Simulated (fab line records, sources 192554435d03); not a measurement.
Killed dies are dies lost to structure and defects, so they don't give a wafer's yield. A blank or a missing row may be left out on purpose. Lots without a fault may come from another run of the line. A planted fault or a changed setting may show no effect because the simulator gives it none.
A struck lot beside a sound one | flow n5_finfet | 16 steps out of a route of 1938
Sound: wafers L898.1, L898.3, L898.5. Struck: wafers L910.1, L910.3, L910.4. The cause comes at the end.
At each step with rows: each side's tool, then ch and its chambers, then its first start. Under that, the readings that differ: sound wafers | struck wafers | difference of the means | sigmas: that difference in standard deviations of wafers without a fault.
alike: readings whose means differ by less than 2 such deviations, and words and numbers that are the same on both sides. not compared: withheld readings, readings that some wafer has no value for, bounds like >300 that may hide the same value, and numbers for which the record gives no deviation and whose values overlap.
The two part at a step that has a row with sigmas, a row that says differs or no value, or rows on one side only. Numbers that don't overlap but have no deviation are shown without sigmas and don't part them. A reading that every wafer of one side lacks parts them only if that side has two wafers or more.

first, 2 steps without rows for these wafers: N5_ILD0_FCVD_FILL_01 (material SiO2 flowable, target thk 200 nm, time 328.3 s); N5_ILD0_CURE_02 (time 1800 s).
N5_ILD0_CMP_03: polishes, stops on SiNx, t overpolish 1.9 s, target thk 197.38 nm.
  sound on cmp-01 ch 1,3, day 5 07:04; struck on cmp-03 ch 0,1,3, day 8 09:25
  alike: motor_current_A, overpolish_run_s, slurry_flow_ml_min, time_to_endpoint_s
N5_ILD0_THK_MEAS_04:
  sound on film_metro-02, day 5 07:20; struck on film_metro-02, day 8 09:43
  alike: thk_nm
N5_ILD0_CMP_07: polishes SiO2 flowable, stops on poly-Si, t overpolish 1.18 s, target thk 138.88 nm.
  sound on cmp-02 ch 1,2,3, day 5 07:22; struck on cmp-03 ch 0,1,3, day 8 09:52
  alike: motor_current_A, slurry_flow_ml_min
N5_ILD0_THK_MEAS_08:
  sound on film_metro-02, day 5 07:40; struck on film_metro-02, day 8 10:10
  alike: thk_nm
then, 1 step without rows for these wafers: N5_ILD0_PRECLEAN_10 (cleans in NF3:NH3, afs cycles 5, time 20 s, sublimation time 60 s).
N5_ILD0_ALD_15: deposits SiNx, target thk 24 nm, pulse time 1 s, ald cycles 480.
  sound on ald_sin-03 ch 0,3, day 5 08:22; struck on ald_sin-04 ch 0,1,2, day 8 10:53
  alike: heater_power_w, precursor_pulse_height_rel
N5_ILD0_CMP_12: polishes SiNx, stops on poly-Si, t overpolish 6 s, target thk 17.67 nm.
  sound on cmp-03 ch 0,1,3, day 5 10:35; struck on cmp-02 ch 1,2,3, day 8 13:05
  alike: motor_current_A, overpolish_run_s, slurry_flow_ml_min, time_to_endpoint_s
N5_ILD0_THK_MEAS_13:
  sound on film_metro-02, day 5 10:52; struck on film_metro-01, day 8 13:22
  alike: thk_nm
N5_ILD0_INSPECT_06: inspects for defects (darkfield).
  sound on defect_inspect-02, day 5 10:53; struck on defect_inspect-01, day 8 13:24
  alike: raw_defect_count
N5_SDB_HM_DEP_00: deposits SiNx from SiH4/NH3/N2, target thk 40 nm, time 35.3 s.
  sound on pecvd-04 ch 0,1, day 5 10:56; struck on pecvd-04 ch 1,2, day 8 13:26
  alike: heater_power_w, showerhead_plenum_p_Torr, throttle_valve_pct
N5_SDB_COAT_03: time 60 s, resist thk 100 nm.
  sound on litho_track-03 ch 0, day 5 11:01; struck on litho_track-04 ch 0, day 8 13:31
  reading                  | sound                | struck               | difference | sigmas
  heater_power_total_W (W) | 502.1 502.2 499.4    | 852.5 852.4 850.3    | +350.5     | +99 or more
  plate_temp_C (C)         | 250.35 249.88 249.96 | 270.24 270.26 269.98 | +20.10     | +99 or more
then, 1 step without rows for these wafers: N5_SDB_COAT_04 (time 60 s, resist thk 18 nm).
-- the record jumps here: 5 days lie between the struck wafers' starts before and after (it left off in module SDB and takes up again in module BEOL_M4, whose first step shown is number 1111 of the route) --
N5_BEOL_M4_RC_MEAS_101:
  sound on prober-02 ch 0, day 10 03:49; struck on prober-02 ch 0, day 13 20:13
  alike: DIBL_N, DIBL_P, IOFF_N, IOFF_P, ION_N, ION_P, SS_N, SS_P, VT_N, VT_P
-- the record jumps here: 5 days lie between the struck wafers' starts before and after (it left off in module BEOL_M4 and takes up again in module PASSIVATION, whose first step shown is number 1936 of the route) --
N5_PASSIVATION_PROBE_49:
  sound on prober-01, day 14 07:21; struck on prober-02, day 18 14:52
  reading            | sound | struck   | difference | sigmas
  killed_at_contacts | 9 2 8 | 18 26 16 | +14        | +2
  alike: defect_limited_yield, killed_at_M0_to_M3, killed_at_M4_up, killed_at_front_end, killed_at_other, killed_dies, killed_on_rim, killed_open, killed_short, sort_bin_5_function, sort_bin_6_memory, sort_n_pass, sort_yield_pct

WHERE THEY PART
First at N5_SDB_COAT_03; last, within this record, at N5_PASSIVATION_PROBE_49.

WHY: what the simulator had put in
Process parameter drift: litho_track-04, from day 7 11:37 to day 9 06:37, at N5_SDB_COAT_03. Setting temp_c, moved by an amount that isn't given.
